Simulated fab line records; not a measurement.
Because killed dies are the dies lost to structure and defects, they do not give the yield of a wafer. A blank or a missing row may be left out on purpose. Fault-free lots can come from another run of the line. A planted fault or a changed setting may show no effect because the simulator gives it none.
Matching of chambers | flow n5_finfet | rie_diel-04 running N5_BEOL_M12_VIA_ETCH_16: 4 sister chambers
The step etches SiOC in C4F8/O2/Ar, target depth 724.8 nm. 4 wafers are shown with their chamber, then 9 later ones without.

WAFERS PAIRED WITH THEIR CHAMBERS
wafer  | chamber | drypump_motor_current_A (A)
L082.6 | 2       | 5.0
L091.1 | 0       | 6.7
L091.3 | 3       | 4.9
L091.6 | 1       | 5.7

WAFERS WHOSE CHAMBER IS MISSING
wafer  | drypump_motor_current_A (A)
L094.1 | 5.6
L094.5 | 5.6
L094.6 | 6.7
L093.1 | 5.6
L093.4 | 6.7
L093.6 | 5.0
L097.1 | 4.9
L097.2 | 5.7
L097.4 | 6.7

WHICH CHAMBER EACH WENT THROUGH
wafer  | from the rows above     | in truth
L094.1 | 1                       | 1
L094.5 | 1                       | 1
L094.6 | 0                       | 0
L093.1 | 1                       | 1
L093.4 | 0                       | 0
L093.6 | can't be placed: 2 or 3 | 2
L097.1 | can't be placed: 3 or 2 | 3
L097.2 | 1                       | 1
L097.4 | 0                       | 0
Correct placement for 7 of the 9. From these rows, 2 cannot be placed; in 2 the true chamber is one of the candidates. Number placed wrongly: 0.
How it was worked out, from the rows above alone: a wafer's distance from a chamber is the root of the sum, over the readings, of the square of ((its reading less the chamber's mean) divided by the reading's scatter). If the next closest chamber is less than 2 further off than the closest, the wafer can't be placed; otherwise it belongs to the closest. The mean given for a chamber averages the wafers shown for that chamber. The scatter (one wafer shown for each chamber): square how far every hidden wafer sits from the nearest shown wafer, average those squares and take the square root.
